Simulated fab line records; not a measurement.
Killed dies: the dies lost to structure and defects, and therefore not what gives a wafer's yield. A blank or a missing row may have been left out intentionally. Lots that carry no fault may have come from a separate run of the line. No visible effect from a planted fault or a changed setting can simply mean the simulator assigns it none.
Which of the tools did it?	flow nand harc	Sampling: 12 lots, 36 wafers, 6 of 1159 route steps

WHAT EACH GAUGE READ, for each wafer
NHARC_A_ONON_D1_THK_MEAS_27: measures by ellipsometry. Usual: thk nm at 1000 nm, with a standard deviation of 7.5.
lot	measured	on	thk nm (nm)	flag
L248	day 8 09:09	film metro-02	1001 1002 1002	
L250	day 8 16:26	film metro-01	995 995 996	
L251	day 8 16:26	film metro-02	997 996 998	
L254	day 9 10:35	film metro-01	1008 1008 1008	
L255	day 10 01:38	film metro-02	1015 1015 1012	
L258	day 10 10:41	film metro-02	999 998 999	
L259	day 11 07:28	film metro-01	994 993 995	
L260	day 11 07:37	film metro-02	1008 1007 1008	
L264	day 12 02:56	film metro-01	1002 1001 1000	
L267	day 12 11:46	film metro-01	1000 1001 1003	
L266	day 12 20:32	film metro-01	991 991 991	
L269	day 13 15:17	film metro-02	1010 1011 1013	

NHARC_A_ONON_D1_INSPECT_32. Usual: raw defect count at 68, with a standard deviation of 25.
lot	measured	on	raw defect count	flag
L248	day 8 10:14	defect inspect-02	56 37 86	
L250	day 8 17:32	defect inspect-01	63 62 74	
L251	day 8 17:34	defect inspect-02	67 82 70	
L254	day 9 11:41	defect inspect-01	43 36 43	
L255	day 10 02:52	defect inspect-01	56 32 77	
L258	day 10 12:01	defect inspect-02	115 76 79	
L259	day 11 08:37	defect inspect-02	70 57 54	
L260	day 11 08:46	defect inspect-01	61 66 67	
L264	day 12 04:02	defect inspect-02	94 63 65	
L267	day 12 12:52	defect inspect-01	38 101 68	
L266	day 12 21:40	defect inspect-02	67 67 65	
L269	day 13 16:47	defect inspect-01	117 92 72	

NHARC_A_CHANNEL_HOLE_D1_OVL_MEAS_11. Usual: overlay x nm -0.1 nm, standard deviation 0.73; overlay y nm -0.2 nm, standard deviation 0.62.
lot	measured	on	overlay x nm (nm)	overlay y nm (nm)	flag
L248	day 8 15:04	overlay-01	0.2 0.1 0.5	-0.6 -0.5 -0.5	
L250	day 8 22:25	overlay-01	0.7 1.5 1.1	0.2 0.2 0.0	
L251	day 8 22:27	overlay-02	0.2 -0.2 0.8	-1.0 -0.6 -0.5	
L254	day 9 14:22	overlay-02	5.7 5.4 5.4	-0.1 -0.1 -0.6	OFF
L255	day 10 05:38	overlay-02	5.1 4.3 4.6	0.4 -0.5 0.3	OFF
L258	day 10 20:53	overlay-02	6.5 5.7 5.6	0.4 0.1 0.3	OFF
L259	day 11 11:20	overlay-02	5.5 5.8 6.4	0.8 0.5 0.5	OFF
L260	day 11 12:07	overlay-02	1.3 0.5 0.2	1.0 0.9 0.6	
L264	day 12 07:48	overlay-02	0.0 -0.1 -0.4	-0.3 -0.4 -0.7	
L267	day 12 16:23	overlay-02	0.5 0.4 0.1	-1.0 -0.9 -1.4	
L266	day 13 01:32	overlay-02	-0.2 -0.2 -0.5	0.0 0.5 0.6	
L269	day 13 20:54	overlay-02	0.4 0.3 0.6	-0.2 0.2 -0.1	

NHARC_END_SORT_01. Usual: killed at array 26, standard deviation 8.6; killed at other 0.7, standard deviation 0.97; killed at periphery 3.2, standard deviation 2.2; killed dies 30, standard deviation 8.9; killed open 3.1, standard deviation 1.8; killed short 2.2, standard deviation 1.8.
lot	measured	on	killed at array	killed at other	killed at periphery	killed dies	killed open	killed short	flag
L259	day 22 18:18	prober-02	22 22 26	0 1 1	2 3 5	24 26 32	4 3 1	0 0 1	

WHICH TOOL RAN EACH LOT (tool, then ch and the chambers of the sampled wafers, then the start)
lot	NHARC_A_CHANNEL_HOLE_D1_DEP_01	NHARC_A_CHANNEL_HOLE_D1_EXPOSE_07
L248	pecvd-01 ch 0,1, day 8 14:15	arfi scanner-01 ch 0, day 8 14:50
L250	pecvd-01 ch 1,2, day 8 21:40	arfi scanner-03 ch 0, day 8 22:11
L251	pecvd-03 ch 0,2, day 8 21:48	arfi scanner-03 ch 0, day 8 22:14
L254	pecvd-01 ch 0,1, day 9 13:41	arfi scanner-02 ch 0, day 9 14:09
L255	pecvd-03 ch 0,1, day 10 04:52	arfi scanner-02 ch 0, day 10 05:25
L258	pecvd-04 ch 1,2, day 10 20:06	arfi scanner-02 ch 0, day 10 20:39
L259	pecvd-03 ch 0,1,2, day 11 10:43	arfi scanner-02 ch 0, day 11 11:07
L260	pecvd-01 ch 0,1,2, day 11 11:17	arfi scanner-01 ch 0, day 11 11:53
L264	pecvd-04 ch 0,1,2, day 12 07:05	arfi scanner-01 ch 0, day 12 07:35
L267	pecvd-03 ch 0,2, day 12 15:35	arfi scanner-01 ch 0, day 12 16:10
L266	pecvd-03 ch 0,1, day 13 00:47	arfi scanner-03 ch 0, day 13 01:19
L269	pecvd-03 ch 0,1,2, day 13 20:05	arfi scanner-01 ch 0, day 13 20:40
- NHARC_A_CHANNEL_HOLE_D1_DEP_01: deposits SiON, target thk 140 nm.
- NHARC_A_CHANNEL_HOLE_D1_EXPOSE_07: exposes mask HOLE D1, target cd 100 nm.

WHAT THE TOOLS THEMSELVES READ (means of the sampled wafers that have a number; where no wafer has one, the mark that the record gives instead)
NHARC_A_CHANNEL_HOLE_D1_DEP_01. Usual: heater power w at 727 W, with a standard deviation of 100.
lot	tool	heater power w (W)	flag
L248	pecvd-01	689	
L250	pecvd-01	757	
L251	pecvd-03	673	
L254	pecvd-01	701	
L255	pecvd-03	604	
L258	pecvd-04	901	
L259	pecvd-03	634	
L260	pecvd-01	738	
L264	pecvd-04	874	
L267	pecvd-03	578	
L266	pecvd-03	656	
L269	pecvd-03	674	

THE ANSWER, worked out from the rows above alone
Rule: a lot counts as off when the mean over its wafers that have a number is more than 3 standard deviations away from the usual mean. A lot without any number at a reading at which 4 lots or more have one is off too. The other lots that the step has rows for count as sound. The gauges are gone through in route order, then the tools' own readings, and for those a lot's mean is taken as printed above. The first step at which some lot is off is used, and at that step the reading that is off furthest; a lot without a number counts as furthest.
Off: L254, L255, L258, L259, at NHARC_A_CHANNEL_HOLE_D1_OVL_MEAS_11 (overlay x nm).
If a tool, at a process step before that reading, ran all the lots that are off and no sound lot after the first of them, it fits. Gauges at NHARC_A_CHANNEL_HOLE_D1_OVL_MEAS_11: tried the same way as those tools. One fits: arfi scanner-02 at NHARC_A_CHANNEL_HOLE_D1_EXPOSE_07. It ran no sound lot before its first lot that is off in this sample, so the start can't be narrowed down.

WHAT THE SIMULATOR PUT IN
Scanner matching overlay: arfi scanner-02, from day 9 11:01 on, at NHARC_A_CHANNEL_HOLE_D1_EXPOSE_07. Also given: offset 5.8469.
Shown lots that were struck: L254, L255, L258, L259. The same result came from the rule above.
